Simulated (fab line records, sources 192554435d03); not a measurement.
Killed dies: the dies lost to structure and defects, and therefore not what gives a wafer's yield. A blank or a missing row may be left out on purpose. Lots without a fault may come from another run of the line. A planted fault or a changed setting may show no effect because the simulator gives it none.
Matching of chambers :: flow n5-finfet :: pecvd-02 running N5_BEOL_M0_SAQP_PECVD_04: 3 sister chambers
The step deposits a-Si from SiH4/He, target thk 60 nm, time 60.2 s. 3 wafers are shown with their chamber, then 7 later ones without.

## EACH WAFER AND ITS CHAMBER
wafer: L078.1
chamber: 0
throttle-valve-pct (%): 17.8

wafer: L078.4
chamber: 1
throttle-valve-pct (%): 18.2

wafer: L091.4
chamber: 2
throttle-valve-pct (%): 16.5

## WAFERS WITHOUT THEIR CHAMBER
wafer: L091.6
throttle-valve-pct (%): 18.2

wafer: L092.2
throttle-valve-pct (%): 16.7

wafer: L092.3
throttle-valve-pct (%): 18.0

wafer: L092.5
throttle-valve-pct (%): 16.5

wafer: L096.3
throttle-valve-pct (%): 16.5

wafer: L096.4
throttle-valve-pct (%): 16.6

wafer: L096.5
throttle-valve-pct (%): 18.1

## CHAMBER TAKEN BY EACH
wafer: L091.6
from the rows above: 1
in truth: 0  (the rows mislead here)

wafer: L092.2
from the rows above: 2
in truth: 2

wafer: L092.3
from the rows above: can't be placed: 0 or 1
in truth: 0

wafer: L092.5
from the rows above: 2
in truth: 2

wafer: L096.3
from the rows above: 2
in truth: 2

wafer: L096.4
from the rows above: 2
in truth: 2

wafer: L096.5
from the rows above: can't be placed: 1 or 0
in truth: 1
Correct placement for 4 of the 7. Unplaceable from these rows: 2, with the true chamber sitting among the candidates in 2. Number placed wrongly: 1.
How it was worked out, from the rows above alone: a wafer's distance from a chamber is the root of the sum, over the readings, of the square of ((its reading less the chamber's mean) divided by the reading's scatter). The wafer belongs to the nearest chamber; if the next one is less than 2 further off, it can't be placed. The mean given for a chamber averages the wafers shown for that chamber. The scatter: with one shown wafer a chamber, the root of the mean of the squares of how far each hidden wafer lies from its nearest shown one.
